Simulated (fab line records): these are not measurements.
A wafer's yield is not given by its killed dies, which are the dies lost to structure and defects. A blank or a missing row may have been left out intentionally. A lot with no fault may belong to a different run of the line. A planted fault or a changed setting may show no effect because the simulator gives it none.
Which tool was responsible? ; flow n5 finfet ; 27 wafers from 9 lots sampled at 3 of the route's 1938 steps

WHAT EACH GAUGE READ, for each wafer
N5_SD_ACTIVATION_RS_MEAS_03: measurement is done with a four-point probe.
lot;measured;on;RS_SD_N (ohm/sq)
L784;day 4 03:29;film metro-02;21.61 21.77 21.99
L785;day 4 12:58;film metro-01;21.28 21.76 21.53
L786;day 4 15:05;film metro-01;22.20 22.12 22.05
L788;day 5 08:17;film metro-02;25.57 25.55 25.61
L790;day 5 19:43;film metro-01;25.45 25.35 25.41
L796;day 7 06:46;film metro-02;21.96 21.83 21.88
L800;day 8 06:40;film metro-02;21.62 21.89 21.83
L801;day 8 14:46;film metro-02;21.89 21.61 21.71
L803;day 9 01:05;film metro-02;21.85 22.09 22.06

WHAT TOOL EACH LOT RAN ON (gives the tool, then ch and the chambers of the sampled wafers, and finally the start)
lot;N5_SD_EPI_P_ETCH_16;N5_SD_ACTIVATION_LSA_01
L784;rie diel-06 ch 0,1, day 3 23:49;laser anneal-02 ch 0, day 4 03:16
L785;rie diel-04 ch 0,1,2, day 4 09:05;laser anneal-01 ch 0, day 4 12:47
L786;rie diel-04 ch 0,2,3, day 4 11:22;laser anneal-02 ch 0, day 4 14:54
L788;rie diel-06 ch 2,3, day 5 04:46;laser anneal-02 ch 0, day 5 08:05
L790;rie diel-02 ch 0,1,3, day 5 16:11;laser anneal-02 ch 0, day 5 19:31
L796;rie diel-04 ch 0,1,3, day 7 03:13;laser anneal-01 ch 0, day 7 06:34
L800;rie diel-06 ch 2,3, day 8 01:10;laser anneal-01 ch 0, day 8 06:28
L801;rie diel-02 ch 0,1,2, day 8 10:18;laser anneal-02 ch 0, day 8 14:33
L803;rie diel-04 ch 0,1, day 8 20:41;laser anneal-01 ch 0, day 9 00:54
- N5_SD_EPI_P_ETCH_16: etches SiO2 in CHF3/O2, target depth 5 nm.
- N5_SD_ACTIVATION_LSA_01: time 0.0008 s.

THE ANSWER, worked out from the rows above alone
Rule: the usual values come from the lots themselves. The widest of any qualifying gaps counts: lots, ordered by their means at a reading, are off when they make up no more than a third of the lots, leave a main group of 4 or more, and stand apart from it by 3 or more times the standard deviation of that group's means. If all means in a main group match to the digits the tables above print for the reading, that group is not used. A lot without any number at a reading at which 4 lots or more have one is off too. Where the step has rows for the other lots, those lots are counted as sound.
Off: L788, L790, seen at N5_SD_ACTIVATION_RS_MEAS_03 (RS_SD_N). The main group: mean 21.83 ohm/sq, standard deviation 0.18.
If a tool, at a process step before that reading, ran all the lots that are off and no sound lot after the first of them, it fits. The gauges at N5_SD_ACTIVATION_RS_MEAS_03 are tried like those tools. No candidate that was tried fits.

WHAT WAS PUT IN BY THE SIMULATOR
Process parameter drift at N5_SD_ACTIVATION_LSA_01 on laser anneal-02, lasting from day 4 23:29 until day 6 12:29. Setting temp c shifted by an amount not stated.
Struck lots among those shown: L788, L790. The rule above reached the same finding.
